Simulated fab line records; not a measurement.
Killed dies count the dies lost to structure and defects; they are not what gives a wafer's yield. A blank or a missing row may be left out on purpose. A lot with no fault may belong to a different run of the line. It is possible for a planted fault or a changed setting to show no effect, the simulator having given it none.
fab line records	flow n5-finfet
[record] lots = 24	wafers = 72	last-day = 17
route steps=1938 shown BEOL_M6@1212 BEOL_M7@1264 BEOL_M8@1354
lots with no fault: from the same line, run without faults
start-h: start of the lot's first displayed wafer, in hours after the record's first day	wait-h: how many hours have passed since the lot's step before this one	" unchanged from the row above	L1.1+2: one row covering several wafers at once	- no value, or no start was given	* or withheld: withheld	< > ~ a bound
route shown NAME@n: NAME is a module with steps in the file, n the number in the route of the first one	usual: mean/standard deviation taken from wafers without a fault	same: alike in all rows	chamber/n: place in a boat	sites: per-site readings	_std_site: how widely they spread, as a standard deviation	_edge_site: outer sites' mean less inner sites'	radius-mm: for every site, how far away it sits from the centre of the wafer	mask NAME#n: copy n	behind: the last tool/chamber to shape the wafer	hold: what put the lot on hold/how long, in hours/how the hold closed	device: the n, p or np transistor that did not switch	end of line: the route-end tests of the same wafers	where a step has no rows: the recipe by itself	killed: dies that structure and defects cost at the first sort, which is not the same as the wafer's yield	map: per-die view of a wafer (x killed, . not killed, _ where there is no die)
set.NAME: the run value of the setting; set.NAME@STEP: its run value at that earlier step	model.NAME: the simulator's own value behind a step, which no gauge read
one table for each step of the route and one row for each wafer, over a sample of lots
services: when a tool's chamber went out of use (start-h, in hours from the record's first day, below 0 if earlier), for how many hours, and the reason
[[steps]]
[step N5_BEOL_M6_ETCH_62]
[recipe] chemistry = N2/H2	target = SOC	target-depth-a = 1100	overetch-a = 220	mask-material = SiARC	temp-c = 40	time-s = 165	ion-energy-ev = 200	pressure-mtorr = 30	source-w = 840	bias-w = 150	n2-flow-sccm = 200	h2-flow-sccm = 200
[usual] drypump-motor-current-A = 5.7/0.32	oes-product-au = 0.65/0.076	rf-fwd-power-W = 837.0/2.7	rf-vpp-V = 524.2/2.8	showerhead-plenum-p-Torr = 2.56/0.095	throttle-valve-pct = 17.88/0.27
[same] time-s = 165
lot.wafer	tool	chamber	start-h	wait-h	drypump-motor-current-A	oes-product-au	rf-fwd-power-W	rf-hours-counter-h	rf-vpp-V	showerhead-plenum-p-Torr	throttle-valve-pct
L074.2	rie-diel-02	2	189.74	0.0	5.4	0.60	836.0	229	523.8	2.52	17.83
L074.3	"	1	"	"	5.9	0.61	833.1	217	526.6	2.62	18.15
L074.5	"	2	"	"	5.4	0.60	834.5	-	523.2	2.52	17.82
L076.1	rie-diel-02	1	193.20	0.0	5.9	0.61	835.5	218	526.9	2.62	18.15
L076.2	"	0	"	"	5.6	0.59	832.8	221	521.8	2.50	17.70
L076.5	"	1	"	"	5.9	0.61	837.5	-	525.7	2.62	18.15
L075.2	rie-diel-02	2	202.25	0.0	5.4	0.60	834.6	234	524.6	2.51	17.84
L075.3	"	0	"	"	5.6	0.59	835.6	224	523.8	2.50	17.69
L075.4	"	3	"	"	5.6	0.62	835.4	216	523.2	2.51	18.25
L077.1	rie-diel-02	0	205.56	0.0	5.6	0.59	839.3	225	522.4	2.50	17.69
L077.2	"	3	"	"	5.6	0.62	838.2	217	521.7	2.51	18.27
L077.3	"	2	"	"	5.4	0.60	838.4	235	521.7	2.51	17.83
L078.2	rie-diel-03	3	210.31	0.0	5.9	0.72	841.6	62	530.2	2.69	17.77
L078.3	"	2	"	"	6.2	0.59	838.9	233	522.3	2.51	17.83
L078.6	"	0	"	"	5.5	0.65	838.9	-	521.3	2.45	18.11
L079.1	rie-diel-06	0	219.31	0.0	5.8	0.62	832.6	192	524.9	2.64	18.02
L079.4	"	2	"	"	6.3	0.79	834.5	8	528.9	2.72	17.55
L079.5	"	0	"	"	5.8	0.62	836.6	-	526.3	2.64	18.03
L080.2	rie-diel-06	1	221.82	0.0	5.5	0.61	836.0	221	523.8	2.52	18.24
L080.3	"	0	"	"	5.8	0.61	836.2	193	525.1	2.64	18.04
L080.6	"	2	"	"	6.3	0.80	838.1	-	528.5	2.72	17.55
L081.1	rie-diel-03	2	233.82	0.0	6.2	0.59	835.0	243	522.2	2.50	17.86
L081.3	"	3	"	"	5.9	0.71	837.8	69	527.5	2.69	17.78
L081.6	"	0	"	"	5.5	0.64	837.3	-	521.2	2.45	18.13
L083.1	rie-diel-06	2	237.53	0.0	6.3	0.78	837.4	15	530.2	2.71	17.59
L083.2	"	1	"	"	5.5	0.61	839.3	227	523.4	2.52	18.24
L083.6	"	1	"	"	5.5	0.60	838.2	-	524.4	2.52	18.23
L082.2	rie-diel-06	1	245.98	0.0	5.5	0.61	832.3	230	523.6	2.52	18.22
L082.3	"	0	"	"	5.8	0.61	842.5	200	523.8	2.64	18.05
L082.5	"	1	"	"	5.4	0.61	835.0	-	523.1	2.52	18.23
L084.2	rie-diel-06	2	246.37	0.0	6.3	0.78	837.3	18	528.9	2.71	17.57
L084.3	"	0	"	"	5.8	0.60	834.5	200	525.5	2.64	18.03
L084.6	"	3	"	"	5.2	0.61	836.6	-	520.3	2.42	17.65
L085.1	rie-diel-06	0	265.22	0.0	5.8	0.61	833.5	207	525.4	2.64	18.05
L085.2	"	1	"	"	5.5	0.61	833.5	236	523.3	2.51	18.27
L085.3	"	3	"	"	5.3	0.60	836.3	197	521.5	2.42	17.64
L088.1	rie-diel-02	2	268.33	0.0	5.4	0.84	840.2	1	523.3	2.51	17.39
L088.4	"	0	"	"	5.6	0.58	837.4	246	523.6	2.49	17.74
L088.5	"	3	"	"	5.6	0.60	836.2	-	523.2	2.50	18.31
L086.3	rie-diel-03	1	271.57	0.0	5.3	0.58	834.0	225	524.6	2.62	17.93
L086.5	"	0	"	"	5.5	0.63	837.6	-	519.6	2.44	18.13
L086.6	"	3	"	"	5.9	0.70	840.0	-	527.4	2.68	17.81
L087.3	rie-diel-06	2	271.73	0.0	6.3	0.75	839.8	26	527.8	2.71	17.60
L087.4	"	3	"	"	5.3	0.61	838.5	199	520.7	2.41	17.66
L087.5	"	3	"	"	5.3	0.61	838.1	-	520.6	2.41	17.66
L091.2	rie-diel-02	2	275.43	0.0	5.3	0.83	838.7	3	522.4	2.50	17.40
L091.3	"	0	"	"	5.6	0.58	839.0	249	523.1	2.49	17.72
L091.6	"	0	"	"	5.6	0.58	833.4	-	523.7	2.49	17.74
L090.3	rie-diel-03	0	278.09	0.0	5.5	0.63	836.3	186	520.8	2.44	18.15
L090.4	"	1	"	"	5.3	0.57	834.1	-	525.6	2.61	17.94
L090.5	"	3	"	"	5.9	0.69	842.6	-	527.7	2.68	17.83
L089.1	rie-diel-03	3	279.61	0.0	5.9	0.69	840.6	87	527.9	2.68	17.81
L089.2	"	0	"	"	5.6	0.62	835.5	187	520.4	2.44	18.14
L089.6	"	1	"	"	5.3	0.58	837.6	-	525.7	2.61	17.94
L092.1	rie-diel-06	3	296.97	0.0	5.2	0.60	839.7	209	520.9	2.41	17.69
L092.2	"	0	"	"	5.8	0.59	838.9	219	526.1	2.63	18.08
L092.5	"	3	"	"	5.2	0.60	842.0	-	518.7	2.41	17.65
L093.1	rie-diel-02	3	303.00	0.0	5.6	0.59	835.3	256	522.8	2.49	18.33
L093.2	"	2	"	"	5.4	0.81	835.1	15	522.9	2.50	17.43
L093.5	"	3	"	"	5.6	0.59	835.1	-	522.7	2.49	18.33
L094.1	rie-diel-03	0	304.66	0.0	5.6	0.62	833.7	197	519.3	2.44	18.17
L094.2	"	2	"	"	6.1	0.79	835.3	5	521.8	2.50	17.49
L094.4	"	1	"	"	5.3	0.57	839.6	239	525.3	2.61	17.97
L095.1	rie-diel-06	3	307.13	0.0	5.2	0.60	838.7	214	520.5	2.41	17.69
L095.3	"	0	"	"	5.8	0.60	836.2	225	527.1	2.63	18.08
L095.6	"	2	"	"	6.3	0.74	835.4	-	528.1	2.70	17.60
L097.1	rie-diel-03	1	324.97	0.0	5.3	0.56	836.7	245	526.4	2.61	17.97
L097.4	"	0	"	"	5.6	0.62	839.6	203	519.1	2.43	18.19
L097.6	"	2	"	"	6.1	0.77	842.2	-	522.3	2.50	17.50
L096.2	rie-diel-02	2	325.11	0.1	5.4	0.79	835.5	26	521.8	2.50	17.44
L096.5	"	0	"	"	5.6	0.80	838.2	-	522.1	2.49	17.38
L096.6	"	2	"	"	5.4	0.78	834.3	-	521.3	2.50	17.45
[step N5_BEOL_M7_CURE_74]
[recipe] temp-c = 385	time-s = 240	ambient = He/Ar	material = SiCOH_lowk
[usual] lamp-power-pct = 52.31/0.058	wafer_temp_C_max = 387.0/0.61
[same] time-s = 240
lot.wafer	tool	chamber	start-h	wait-h	lamp-power-pct	wafer_temp_C_max
L074.2	uv-cure-02	2	197.25	0.1	52.33	386.2
L074.3	"	2	"	"	52.36	386.9
L074.5	"	2	"	"	52.32	386.5
L076.1	uv-cure-01	2	198.13	0.0	52.24	386.6
L076.2	"	2	"	"	52.34	386.5
L076.5	"	2	"	"	52.24	387.0
L075.2	uv-cure-01	0	208.52	0.2	52.33	387.3
L075.3	"	0	"	"	52.24	387.7
L075.4	"	0	"	"	52.27	387.5
L077.1	uv-cure-03	0	210.61	0.1	52.28	388.8
L077.2	"	0	"	"	52.39	387.9
L077.3	"	0	"	"	52.37	387.8
L078.2	uv-cure-02	2	215.50	0.1	52.36	386.8
L078.3	"	2	"	"	52.32	386.7
L078.6	"	2	"	"	52.26	386.7
L079.1	uv-cure-03	0	225.10	0.1	52.23	387.6
L079.4	"	0	"	"	52.35	388.5
L079.5	"	0	"	"	52.33	388.9
L080.2	uv-cure-01	2	228.23	0.2	52.35	386.8
L080.3	"	2	"	"	52.41	386.6
L080.6	"	2	"	"	52.37	386.6
L081.1	uv-cure-02	1	240.32	0.0	52.37	387.2
L081.3	"	1	"	"	52.33	386.9
L081.6	"	1	"	"	52.45	386.5
L083.1	uv-cure-01	1	244.84	0.0	52.23	386.7
L083.2	"	1	"	"	52.29	387.4
L083.6	"	1	"	"	52.35	386.5
L082.2	uv-cure-02	0	251.40	0.1	52.28	387.1
L082.3	"	0	"	"	52.25	387.7
L082.5	"	0	"	"	52.30	387.6
L084.2	uv-cure-01	2	251.80	0.1	52.25	387.6
L084.3	"	2	"	"	52.34	387.3
L084.6	"	2	"	"	52.36	387.7
L085.1	uv-cure-02	1	272.25	0.1	52.24	386.7
L085.2	"	1	"	"	52.30	386.6
L085.3	"	1	"	"	52.27	386.6
L088.1	uv-cure-01	0	273.55	0.1	52.27	387.1
L088.4	"	0	"	"	52.36	387.5
L088.5	"	0	"	"	52.28	387.7
L086.3	uv-cure-02	1	278.53	0.2	52.29	386.2
L086.5	"	1	"	"	52.34	386.9
L086.6	"	1	"	"	52.33	386.8
L087.3	uv-cure-01	2	279.21	0.2	52.28	386.9
L087.4	"	2	"	"	52.34	386.8
L087.5	"	2	"	"	52.25	386.6
L091.2	uv-cure-01	0	280.64	0.2	52.32	387.1
L091.3	"	0	"	"	52.39	387.4
L091.6	"	0	"	"	52.21	387.2
L090.3	uv-cure-01	1	284.92	0.5	52.33	386.9
L090.4	"	1	"	"	52.31	386.1
L090.5	"	1	"	"	52.34	386.5
L089.1	uv-cure-01	2	285.24	0.4	52.31	387.8
L089.2	"	2	"	"	52.25	386.7
L089.6	"	2	"	"	52.38	386.5
L092.1	uv-cure-02	2	303.29	0.3	52.37	386.5
L092.2	"	2	"	"	52.37	387.1
L092.5	"	2	"	"	52.33	387.2
L093.1	uv-cure-01	1	310.42	0.0	52.30	386.9
L093.2	"	1	"	"	52.19	386.2
L093.5	"	1	"	"	52.32	387.7
L094.1	uv-cure-02	1	312.21	0.3	52.37	387.1
L094.2	"	1	"	"	52.29	386.1
L094.4	"	1	"	"	52.33	386.3
L095.1	uv-cure-02	1	314.14	0.0	52.39	387.1
L095.3	"	1	"	"	52.24	386.7
L095.6	"	1	"	"	52.31	386.9
L097.1	uv-cure-02	2	332.00	0.0	52.36	386.1
L097.4	"	2	"	"	52.47	386.1
L097.6	"	2	"	"	52.39	386.7
L096.2	uv-cure-02	1	333.78	0.1	52.35	387.6
L096.5	"	1	"	"	52.24	386.5
L096.6	"	1	"	"	52.24	386.7
[step N5_BEOL_M7_SURFACE_TREAT_79]
[recipe] gas = Ar	time-s = *	ion-energy-ev = *	ion-current-ma-cm2 = 0.5	pressure-mtorr = *	ar-flow-sccm = 30
[usual] throttle-valve-pct = *
[same] time-s = *
lot.wafer	tool	chamber	start-h	wait-h	throttle-valve-pct
L074.2	pvd-sputter-02	-	202.53	0.3	*
L074.3	"	-	"	"	*
L074.5	"	-	"	"	*
L076.1	pvd-sputter-01	-	207.26	0.3	*
L076.2	"	-	"	"	*
L076.5	"	-	"	"	*
L075.2	pvd-sputter-02	-	214.66	0.4	*
L075.3	"	-	"	"	*
L075.4	"	-	"	"	*
L077.1	pvd-sputter-01	-	216.12	0.2	*
L077.2	"	-	"	"	*
L077.3	"	-	"	"	*
L078.2	pvd-sputter-02	-	220.84	0.3	*
L078.3	"	-	"	"	*
L078.6	"	-	"	"	*
L079.1	pvd-sputter-02	-	230.82	0.2	*
L079.4	"	-	"	"	*
L079.5	"	-	"	"	*
L080.2	pvd-sputter-01	-	234.32	0.2	*
L080.3	"	-	"	"	*
L080.6	"	-	"	"	*
L081.1	pvd-sputter-01	-	246.89	0.2	*
L081.3	"	-	"	"	*
L081.6	"	-	"	"	*
L083.1	pvd-sputter-02	-	250.59	0.2	*
L083.2	"	-	"	"	*
L083.6	"	-	"	"	*
L082.2	pvd-sputter-02	-	258.82	0.2	*
L082.3	"	-	"	"	*
L082.5	"	-	"	"	*
L084.2	pvd-sputter-01	-	258.88	0.2	*
L084.3	"	-	"	"	*
L084.6	"	-	"	"	*
L088.1	pvd-sputter-03	-	281.14	1.7	*
L088.4	"	-	"	"	*
L088.5	"	-	"	"	*
L085.1	pvd-sputter-01	-	281.39	1.5	*
L085.2	"	-	"	"	*
L085.3	"	-	"	"	*
L086.3	pvd-sputter-02	-	283.25	0.4	*
L086.5	"	-	"	"	*
L086.6	"	-	"	"	*
L087.3	pvd-sputter-02	-	284.69	0.2	*
L087.4	"	-	"	"	*
L087.5	"	-	"	"	*
L091.2	pvd-sputter-01	-	285.19	0.2	*
L091.3	"	-	"	"	*
L091.6	"	-	"	"	*
L090.3	pvd-sputter-02	-	288.48	0.2	*
L090.4	"	-	"	"	*
L090.5	"	-	"	"	*
L089.1	pvd-sputter-01	-	293.34	0.2	*
L089.2	"	-	"	"	*
L089.6	"	-	"	"	*
L092.1	pvd-sputter-01	-	310.06	0.2	*
L092.2	"	-	"	"	*
L092.5	"	-	"	"	*
L094.1	pvd-sputter-02	-	316.41	0.2	*
L094.2	"	-	"	"	*
L094.4	"	-	"	"	*
L093.1	pvd-sputter-01	-	317.29	0.2	*
L093.2	"	-	"	"	*
L093.5	"	-	"	"	*
L095.1	pvd-sputter-03	-	321.75	0.2	*
L095.3	"	-	"	"	*
L095.6	"	-	"	"	*
L097.1	pvd-sputter-02	-	337.43	0.2	*
L097.4	"	-	"	"	*
L097.6	"	-	"	"	*
L096.2	pvd-sputter-02	-	338.97	0.2	*
L096.5	"	-	"	"	*
L096.6	"	-	"	"	*
[step N5_BEOL_M7_ANNEAL_51]
[recipe] temp-c = 225	time-s = 90	ambient = N2
[usual] wafer_temp_C_max = 226.13/0.27
[same] time-s = 90
lot.wafer	tool	chamber	start-h	wait-h	wafer_temp_C_max
L074.2	rtp-anneal-01	0	203.07	0.2	226.06
L074.3	"	0	"	"	226.45
L074.5	"	0	"	"	226.47
L076.1	rtp-anneal-02	0	208.71	1.1	225.74
L076.2	"	0	"	"	226.91
L076.5	"	0	"	"	226.43
L075.2	rtp-anneal-01	0	215.44	0.1	225.93
L075.3	"	0	"	"	226.10
L075.4	"	0	"	"	225.88
L077.1	rtp-anneal-02	0	216.82	0.3	225.77
L077.2	"	0	"	"	226.06
L077.3	"	0	"	"	225.92
L078.2	rtp-anneal-02	0	221.30	0.1	225.82
L078.3	"	0	"	"	226.11
L078.6	"	0	"	"	225.74
L079.1	rtp-anneal-02	0	231.68	0.3	226.03
L079.4	"	0	"	"	226.09
L079.5	"	0	"	"	226.19
L080.2	rtp-anneal-01	0	236.00	0.1	226.19
L080.3	"	0	"	"	226.45
L080.6	"	0	"	"	226.00
L081.1	rtp-anneal-02	0	247.67	0.3	226.14
L081.3	"	0	"	"	226.01
L081.6	"	0	"	"	226.09
L083.1	rtp-anneal-01	0	251.11	0.2	225.94
L083.2	"	0	"	"	225.57
L083.6	"	0	"	"	226.35
L082.2	rtp-anneal-01	0	259.29	0.1	226.48
L082.3	"	0	"	"	226.44
L082.5	"	0	"	"	226.19
L084.2	rtp-anneal-02	0	259.55	0.1	225.77
L084.3	"	0	"	"	225.94
L084.6	"	0	"	"	226.08
L088.1	rtp-anneal-01	0	281.76	0.2	226.29
L088.4	"	0	"	"	225.99
L088.5	"	0	"	"	226.00
L085.1	rtp-anneal-01	0	282.03	0.3	226.18
L085.2	"	0	"	"	226.02
L085.3	"	0	"	"	226.24
L086.3	rtp-anneal-02	0	283.81	0.1	226.08
L086.5	"	0	"	"	226.28
L086.6	"	0	"	"	226.11
L087.3	rtp-anneal-01	0	285.24	0.2	226.44
L087.4	"	0	"	"	226.11
L087.5	"	0	"	"	226.32
L091.2	rtp-anneal-02	0	285.81	0.3	226.44
L091.3	"	0	"	"	226.22
L091.6	"	0	"	"	226.90
L090.3	rtp-anneal-02	0	290.69	0.1	226.18
L090.4	"	0	"	"	226.55
L090.5	"	0	"	"	226.07
L089.1	rtp-anneal-02	0	293.89	0.2	226.27
L089.2	"	0	"	"	226.28
L089.6	"	0	"	"	226.10
L092.1	rtp-anneal-01	0	312.09	1.7	226.01
L092.2	"	0	"	"	226.07
L092.5	"	0	"	"	225.61
L094.1	rtp-anneal-01	0	317.20	0.5	226.27
L094.2	"	0	"	"	226.11
L094.4	"	0	"	"	226.19
L093.1	rtp-anneal-02	0	318.75	0.1	225.83
L093.2	"	0	"	"	226.09
L093.5	"	0	"	"	226.04
L095.1	rtp-anneal-01	0	322.96	0.7	226.07
L095.3	"	0	"	"	225.82
L095.6	"	0	"	"	226.41
L097.1	rtp-anneal-01	0	338.43	0.2	226.61
L097.4	"	0	"	"	226.55
L097.6	"	0	"	"	226.45
L096.2	rtp-anneal-01	0	339.43	0.1	226.02
L096.5	"	0	"	"	226.08
L096.6	"	0	"	"	226.31
[step N5_BEOL_M8_STRIP_19]
[recipe] chemistry = O2	power-w = 400	temp-c = 40	pressure-mtorr = 30	rf-frequency-hz = 6e+07	bias-power-w = 0	overash-fraction = 0.2	o2-flow-sccm = 225
[usual] drypump-motor-current-A = 5.67/0.29	oes-product-au = 0.75/0.084	rf-vpp-V = 3.7/0.61	showerhead-plenum-p-Torr = 2.10/0.079	throttle-valve-pct = 16.77/0.26
lot.wafer	tool	chamber	start-h	wait-h	drypump-motor-current-A	oes-product-au	rf-hours-counter-h	rf-vpp-V	showerhead-plenum-p-Torr	throttle-valve-pct
L074.2	rie-diel-02	3	206.44	0.1	5.56	0.72	217	3.8	2.07	17.17
L074.3	"	2	"	"	5.41	0.70	235	3.5	2.05	16.61
L074.5	"	0	"	"	5.63	0.67	-	3.1	2.09	16.73
L076.1	rie-diel-02	1	213.67	0.1	5.87	0.71	225	4.1	2.16	16.96
L076.2	"	3	"	"	5.55	0.71	219	5.3	2.07	17.20
L076.5	"	3	"	"	5.55	0.72	-	2.4	2.07	17.18
L075.2	rie-diel-02	2	218.58	0.1	5.38	0.70	240	3.3	2.05	16.62
L075.3	"	1	"	"	5.88	0.71	227	4.0	2.16	16.93
L075.4	"	0	"	"	5.57	0.68	229	3.2	2.08	16.76
L077.1	rie-diel-03	1	220.96	0.3	5.29	0.69	205	4.1	2.16	16.70
L077.2	"	2	"	"	6.11	0.69	238	4.5	2.06	16.59
L077.3	"	0	"	"	5.57	0.76	163	3.0	1.99	16.66
L078.2	rie-diel-02	0	225.50	0.2	5.57	0.68	233	3.8	2.08	16.74
L078.3	"	2	"	"	5.38	0.70	243	3.9	2.05	16.62
L078.6	"	3	"	"	5.57	0.72	-	4.0	2.07	17.19
L079.1	rie-diel-02	0	234.39	0.1	5.54	0.67	236	4.6	2.08	16.74
L079.4	"	2	"	"	5.39	0.70	247	3.8	2.05	16.65
L079.5	"	1	"	"	5.86	0.70	-	4.8	2.16	16.93
L080.2	rie-diel-06	2	238.94	0.1	6.24	0.94	15	4.0	2.23	16.42
L080.3	"	3	"	"	5.18	0.74	188	3.5	2.00	16.52
L080.6	"	1	"	"	5.46	0.72	-	3.2	2.08	17.10
L081.1	rie-diel-02	0	251.80	0.3	5.61	0.67	242	4.8	2.08	16.77
L081.3	"	3	"	"	5.55	0.71	235	4.1	2.07	17.22
L081.6	"	3	"	"	5.56	0.71	-	4.7	2.07	17.23
L083.1	rie-diel-02	1	255.20	0.1	5.85	0.70	237	3.6	2.15	16.95
L083.2	"	3	"	"	5.57	0.71	238	3.5	2.07	17.24
L083.6	"	3	"	"	5.57	0.71	-	3.0	2.07	17.22
L082.2	rie-diel-02	1	262.16	0.1	5.87	0.70	239	4.4	2.15	16.96
L082.3	"	1	"	"	5.87	0.70	-	4.0	2.15	16.97
L082.5	"	3	"	"	5.55	0.71	-	3.9	2.07	17.24
L084.2	rie-diel-03	0	265.35	0.1	5.53	0.74	181	2.8	1.98	16.70
L084.3	"	3	"	"	5.92	0.83	80	3.9	2.23	16.72
L084.6	"	3	"	"	5.92	0.82	-	4.3	2.23	16.69
L088.1	rie-diel-02	2	284.93	0.1	5.39	0.99	7	4.3	2.04	16.17
L088.4	"	3	"	"	5.57	0.71	-	3.9	2.06	17.22
L088.5	"	1	"	"	5.86	0.69	-	4.2	2.15	16.99
L085.1	rie-diel-06	1	285.13	0.1	5.44	0.70	244	3.0	2.07	17.12
L085.2	"	3	"	"	5.24	0.72	205	4.0	1.99	16.56
L085.3	"	0	"	"	5.82	0.70	215	3.4	2.16	16.86
L086.3	rie-diel-06	1	286.54	0.1	5.42	0.70	245	3.3	2.07	17.10
L086.5	"	1	"	"	5.45	0.70	-	3.6	2.07	17.11
L086.6	"	0	"	"	5.82	0.72	-	3.9	2.16	16.83
L087.3	rie-diel-03	0	288.78	0.1	5.54	0.74	192	3.8	1.98	16.69
L087.4	"	0	"	"	5.55	0.73	-	3.5	1.98	16.71
L087.5	"	1	"	"	5.28	0.68	-	4.7	2.15	16.76
L091.2	rie-diel-03	0	289.00	0.2	5.54	0.73	192	4.0	1.98	16.72
L091.3	"	1	"	"	5.32	0.67	234	2.3	2.15	16.76
L091.6	"	3	"	"	5.90	0.81	-	4.3	2.23	16.70
L090.3	rie-diel-06	2	293.85	0.1	6.26	0.89	32	3.6	2.22	16.46
L090.4	"	3	"	"	5.21	0.72	208	3.3	1.99	16.57
L090.5	"	0	"	"	5.81	0.69	-	3.5	2.16	16.85
L089.1	rie-diel-03	1	297.39	0.1	5.30	0.67	236	3.6	2.15	16.76
L089.2	"	0	"	"	5.55	0.74	194	2.8	1.98	16.70
L089.6	"	0	"	"	5.53	0.75	-	3.8	1.98	16.71
L092.1	rie-diel-06	2	316.43	0.1	6.28	0.87	41	4.7	2.22	16.45
L092.2	"	0	"	"	5.81	0.68	229	4.2	2.15	16.86
L092.5	"	2	"	"	6.25	0.86	-	3.3	2.22	16.47
L094.1	rie-diel-03	3	320.50	0.1	5.90	0.79	101	3.8	2.23	16.75
L094.2	"	0	"	"	5.58	0.73	201	4.0	1.98	16.72
L094.4	"	2	"	"	6.12	0.91	9	4.4	2.05	16.20
L093.1	rie-diel-06	3	322.52	0.1	5.21	0.72	221	3.7	1.99	16.57
L093.2	"	2	"	"	6.25	0.87	44	3.3	2.21	16.47
L093.5	"	2	"	"	6.27	0.88	-	4.3	2.22	16.48
L095.1	rie-diel-03	1	326.02	0.2	5.31	0.66	245	4.5	2.14	16.80
L095.3	"	0	"	"	5.57	0.72	203	3.5	1.98	16.72
L095.6	"	2	"	"	6.10	0.90	-	3.1	2.05	16.20
L097.1	rie-diel-03	2	342.60	0.1	6.15	0.90	17	2.9	2.05	16.20
L097.4	"	2	"	"	6.16	0.89	-	3.3	2.05	16.18
L097.6	"	0	"	"	5.56	0.72	-	3.1	1.98	16.74
L096.2	rie-diel-06	0	342.79	0.1	5.81	0.68	240	3.3	2.15	16.89
L096.5	"	2	"	"	6.28	0.86	-	3.1	2.21	16.49
L096.6	"	3	"	"	5.20	0.71	-	2.5	1.98	16.60
[step N5_BEOL_M8_OVL_MEAS_29]
[recipe] points-per-wafer = 522
[usual] V7_OVL = -0.6/0.63
[same] points-per-wafer = 522
lot.wafer	tool	chamber	start-h	wait-h	V7_OVL[nm]
L074.2	overlay-02	0	207.01	0.0	-0.3
L074.3	"	0	"	"	-0.4
L074.5	"	0	"	"	0.2
L076.1	overlay-02	0	214.21	0.0	0.5
L076.2	"	0	"	"	-0.2
L076.5	"	0	"	"	-0.5
L075.2	overlay-01	0	219.19	0.0	-0.5
L075.3	"	0	"	"	-0.7
L075.4	"	0	"	"	-0.7
L077.1	overlay-02	0	223.35	0.0	-1.0
L077.2	"	0	"	"	-2.0
L077.3	"	0	"	"	-0.9
L078.2	overlay-02	0	226.48	0.0	-0.6
L078.3	"	0	"	"	-0.3
L078.6	"	0	"	"	-0.4
L079.1	overlay-01	0	235.91	0.0	-0.5
L079.4	"	0	"	"	0.0
L079.5	"	0	"	"	-0.3
L080.2	overlay-02	0	241.10	0.0	-1.8
L080.3	"	0	"	"	-2.0
L080.6	"	0	"	"	-1.0
L081.1	overlay-02	0	253.27	0.0	-0.2
L081.3	"	0	"	"	-0.3
L081.6	"	0	"	"	0.0
L083.1	overlay-01	0	257.90	0.0	-0.7
L083.2	"	0	"	"	-0.2
L083.6	"	0	"	"	0.0
L082.2	overlay-01	0	263.07	0.0	-1.4
L082.3	"	0	"	"	-1.0
L082.5	"	0	"	"	-0.7
L084.2	overlay-01	0	267.49	0.0	-0.7
L084.3	"	0	"	"	-0.3
L084.6	"	0	"	"	-1.1
L088.1	overlay-01	0	285.47	0.0	0.8
L088.4	"	0	"	"	-0.8
L088.5	"	0	"	"	0.1
L085.1	overlay-02	0	285.53	0.0	-0.5
L085.2	"	0	"	"	-0.6
L085.3	"	0	"	"	0.6
L086.3	overlay-02	0	286.96	0.0	-0.8
L086.5	"	0	"	"	-0.3
L086.6	"	0	"	"	-1.2
L087.3	overlay-02	0	292.04	0.0	-0.3
L087.4	"	0	"	"	-0.4
L087.5	"	0	"	"	-0.4
L091.2	overlay-01	0	292.07	0.0	-0.4
L091.3	"	0	"	"	0.8
L091.6	"	0	"	"	-0.6
L090.3	overlay-02	0	295.38	0.0	-0.2
L090.4	"	0	"	"	-0.9
L090.5	"	0	"	"	0.7
L089.1	overlay-02	0	297.80	0.0	-0.6
L089.2	"	0	"	"	0.1
L089.6	"	0	"	"	0.0
L092.1	overlay-01	0	320.65	0.0	0.1
L092.2	"	0	"	"	-0.7
L092.5	"	0	"	"	0.2
L094.1	overlay-01	0	320.90	0.0	-2.2
L094.2	"	0	"	"	-1.5
L094.4	"	0	"	"	-0.3
L093.1	overlay-02	0	324.34	0.0	-0.9
L093.2	"	0	"	"	-0.3
L093.5	"	0	"	"	-0.9
L095.1	overlay-02	0	328.83	0.0	-0.8
L095.3	"	0	"	"	-0.2
L095.6	"	0	"	"	-1.0
L096.2	overlay-01	0	344.28	0.0	-0.6
L096.5	"	0	"	"	-0.8
L096.6	"	0	"	"	-0.1
L097.1	overlay-01	0	344.34	0.0	0.3
L097.4	"	0	"	"	-0.6
L097.6	"	0	"	"	-0.8
[[services]]
tool	chamber	start-h	hours	kind
rie-diel-02	3	185.18	6.4	repair
uv-cure-01	-	222.97	2.1	pm
rie-diel-03	3	225.89	3.9	repair
uv-cure-02	-	232.28	6.0	pm
rie-diel-02	2	241.87	-	clean
rie-diel-02	2	241.87	-	consumable-replace:focus-ring
rie-diel-02	2	241.87	24.2	scheduled-down
rie-diel-02	2	241.87	24.2	vent-cycle
uv-cure-03	-	247.32	129.3	repair
rie-diel-06	2	279.68	6.7	repair
uv-cure-01	-	288.41	7.5	pm
rie-diel-02	0	290.62	-	clean
rie-diel-02	0	290.62	-	consumable-replace:focus-ring
rie-diel-02	0	290.62	26.0	scheduled-down
rie-diel-02	0	290.62	26.0	vent-cycle
rie-diel-06	1	303.13	-	clean
rie-diel-02	1	316.83	-	clean
rie-diel-02	1	316.83	-	consumable-replace:focus-ring
rie-diel-02	1	316.83	16.5	scheduled-down
rie-diel-02	1	316.83	16.5	vent-cycle
rie-diel-02	3	333.67	-	clean
rie-diel-02	3	333.67	-	consumable-replace:focus-ring
rie-diel-02	3	333.67	18.8	scheduled-down
rie-diel-02	3	333.67	18.8	vent-cycle
[[key]]
fault none
